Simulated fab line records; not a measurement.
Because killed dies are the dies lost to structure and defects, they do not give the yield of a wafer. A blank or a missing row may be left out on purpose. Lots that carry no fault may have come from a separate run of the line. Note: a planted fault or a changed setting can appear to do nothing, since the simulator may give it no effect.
Which tool was responsible?	flow n5-finfet	Sampling: 11 lots, 32 wafers, 5 of 1938 route steps

## WHAT THE GAUGES READ, wafer by wafer
The record lacks any reading of a measuring or inspecting step that a usual standard deviation could be used to judge.

## EACH LOT AND THE TOOL THAT RAN IT (in order: tool; ch and the chambers of the sampled wafers; start)
lot	N5_BEOL_M13_ETCH_67	N5_BEOL_M13_DEGAS_41	N5_BEOL_M13_PRE_CLEAN_42	N5_BEOL_M13_SPUTTER_43	N5_BEOL_M13_CMP_49
L635	rie-diel-01 ch 0,1,3, day 10 17:57	pvd-sputter-01, day 10 21:08	pvd-sputter-01, day 10 21:10	pvd-sputter-01, day 10 21:13	cmp-01 ch 0,1,2, day 10 21:59
L637	rie-diel-01 ch 1,2,3, day 11 16:22	pvd-sputter-02, day 12 01:07	pvd-sputter-02, day 12 01:10	pvd-sputter-02, day 12 01:12	cmp-04 ch 0,1,2, day 12 03:15
L638	rie-diel-03 ch 0,2,3, day 12 06:14	pvd-sputter-01, day 12 07:13	pvd-sputter-01, day 12 07:15	pvd-sputter-01, day 12 07:17	cmp-02 ch 0,2,3, day 12 09:00
L639	rie-diel-03 ch 0,1,3, day 12 08:54	pvd-sputter-02, day 12 14:09	pvd-sputter-02, day 12 14:11	pvd-sputter-02, day 12 14:14	cmp-02 ch 1,2,3, day 12 15:04
L644	rie-diel-01 ch 0,1,2, day 13 15:21	pvd-sputter-03, day 13 18:10	pvd-sputter-03, day 13 18:13	pvd-sputter-03, day 13 18:15	cmp-02 ch 0,2,3, day 13 19:06
L645	rie-diel-01 ch 1,2,3, day 14 01:56	pvd-sputter-01, day 14 03:27	pvd-sputter-01, day 14 03:29	pvd-sputter-01, day 14 03:32	cmp-01 ch 0,2,3, day 14 04:20
L647	rie-diel-04 ch 0,1,2, day 14 02:34	pvd-sputter-03, day 14 04:02	pvd-sputter-03, day 14 04:05	pvd-sputter-03, day 14 04:07	cmp-04 ch 0,2,3, day 14 05:17
L646	rie-diel-04 ch 0,3, day 14 12:48	pvd-sputter-01, day 14 13:54	pvd-sputter-01, day 14 13:56	pvd-sputter-01, day 14 13:59	cmp-04 ch 1,2, day 14 14:45
L648	rie-diel-01 ch 1,2,3, day 14 15:35	pvd-sputter-02, day 14 19:14	pvd-sputter-02, day 14 19:17	pvd-sputter-02, day 14 19:19	cmp-04 ch 0,1,3, day 14 20:07
L654	rie-diel-01 ch 1,2,3, day 16 02:30	pvd-sputter-02, day 16 03:56	pvd-sputter-02, day 16 03:58	pvd-sputter-02, day 16 04:01	cmp-04 ch 0,2,3, day 16 05:22
L657	rie-diel-03 ch 0,1, day 16 23:17	pvd-sputter-03, day 17 01:33	pvd-sputter-03, day 17 01:35	pvd-sputter-03, day 17 01:38	cmp-02 ch 2, day 17 03:17
- N5_BEOL_M13_ETCH_67: etches SiARC in CF4, target depth 143 nm, time 238.3 s.
- N5_BEOL_M13_DEGAS_41: time 60 s.
- N5_BEOL_M13_PRE_CLEAN_42: time 30 s.
- N5_BEOL_M13_SPUTTER_43: material TaN, target thk 15 nm, time 24.19 s.
- N5_BEOL_M13_CMP_49: polishes, stops on SiOC, t overpolish 17.1 s, target thk 420 nm.

## WHAT THE TOOLS THEMSELVES READ (means of the sampled wafers that have a number; where no wafer has one, the mark that the record gives instead)
N5_BEOL_M13_ETCH_67.
lot	tool	drypump-motor-current-A (A)	etch-rf-on-time-s (s)	oes-product-au (a.u.)	rf-vpp-V (V)	showerhead-plenum-p-Torr (Torr)	throttle-valve-pct (%)
L635	rie-diel-01	5.6	236	0.73	184.4	2.17	15.44
L637	rie-diel-01	5.8	233	0.74	183.5	2.12	15.49
L638	rie-diel-03	5.7	237	0.65	184.1	2.15	15.55
L639	rie-diel-03	5.9	239	0.65	184.2	2.18	15.54
L644	rie-diel-01	5.7	232	0.76	183.5	2.18	15.50
L645	rie-diel-01	5.8	233	0.72	184.2	2.11	15.53
L647	rie-diel-04	5.6	235	0.73	184.0	2.16	15.61
L646	rie-diel-04	5.8	238	0.69	185.0	2.23	15.63
L648	rie-diel-01	5.8	235	0.71	183.2	2.11	15.53
L654	rie-diel-01	5.8	233	0.71	183.5	2.11	15.57
L657	rie-diel-03	5.6	240	0.58	184.5	2.12	15.74

N5_BEOL_M13_DEGAS_41.
lot	tool	heater-power-w (W)
L635	pvd-sputter-01	305
L637	pvd-sputter-02	331
L638	pvd-sputter-01	318
L639	pvd-sputter-02	343
L644	pvd-sputter-03	298
L645	pvd-sputter-01	311
L647	pvd-sputter-03	311
L646	pvd-sputter-01	292
L648	pvd-sputter-02	346
L654	pvd-sputter-02	316
L657	pvd-sputter-03	308

N5_BEOL_M13_PRE_CLEAN_42.
lot	tool	heater-power-w (W)
L635	pvd-sputter-01	305
L637	pvd-sputter-02	330
L638	pvd-sputter-01	323
L639	pvd-sputter-02	342
L644	pvd-sputter-03	290
L645	pvd-sputter-01	311
L647	pvd-sputter-03	309
L646	pvd-sputter-01	283
L648	pvd-sputter-02	346
L654	pvd-sputter-02	322
L657	pvd-sputter-03	312

N5_BEOL_M13_SPUTTER_43.
lot	tool	throttle-valve-pct (%)
L635	pvd-sputter-01	30.4
L637	pvd-sputter-02	28.9
L638	pvd-sputter-01	29.8
L639	pvd-sputter-02	29.3
L644	pvd-sputter-03	30.1
L645	pvd-sputter-01	30.2
L647	pvd-sputter-03	30.3
L646	pvd-sputter-01	30.0
L648	pvd-sputter-02	28.8
L654	pvd-sputter-02	28.9
L657	pvd-sputter-03	30.4

N5_BEOL_M13_CMP_49.
lot	tool	barrier-field-endpoint-s (s)	head-pressure-psi (psi)	motor-current-A (A)
L635	cmp-01	29.7	1.0011	5.7
L637	cmp-04	30.3	0.9986	6.1
L638	cmp-02	29.7	1.0024	6.1
L639	cmp-02	29.6	0.9995	6.4
L644	cmp-02	30.2	0.9990	6.1
L645	cmp-01	29.4	0.9983	5.9
L647	cmp-04	30.0	1.0006	6.1
L646	cmp-04	30.3	0.9990	6.3
L648	cmp-04	30.9	1.0017	5.8
L654	cmp-04	29.9	1.0000	6.0
L657	cmp-02	31.7	1.0005	7.2

## THE ANSWER, worked out from the rows above alone
Rule: usual is defined by the lots themselves. Put in order of their means at a reading, lots are off if they are a third of the lots or fewer, leave a main group of 4 or more, and stand apart from it by a gap of 3 or more times the standard deviation of the main group's means; of several such gaps the widest counts. Not used: any main group whose means are identical at the precision the tables above print for the reading. A lot without any number at a reading at which 4 lots or more have one is off too. Any other lot the step has rows for is counted as sound. The gauges are gone through in route order, then the tools' own readings, and for those a lot's mean is taken as printed above. The first step at which some lot is off is used, and at that step the reading that is off furthest; a lot without a number counts as furthest.
Off, at N5_BEOL_M13_CMP_49 on motor-current-A: L657. For the main group the mean is 6.0 A and the standard deviation 0.2.
A tool fits if, at that step or a process step before it, it ran every lot that is off, and no sound lot after the first of them. Can't be told from this: 3 tools fit, rie-diel-03 at N5_BEOL_M13_ETCH_67, pvd-sputter-03 at N5_BEOL_M13_DEGAS_41 and N5_BEOL_M13_PRE_CLEAN_42 and N5_BEOL_M13_SPUTTER_43, cmp-02 at N5_BEOL_M13_CMP_49.

## WHAT THE SIMULATOR PUT IN
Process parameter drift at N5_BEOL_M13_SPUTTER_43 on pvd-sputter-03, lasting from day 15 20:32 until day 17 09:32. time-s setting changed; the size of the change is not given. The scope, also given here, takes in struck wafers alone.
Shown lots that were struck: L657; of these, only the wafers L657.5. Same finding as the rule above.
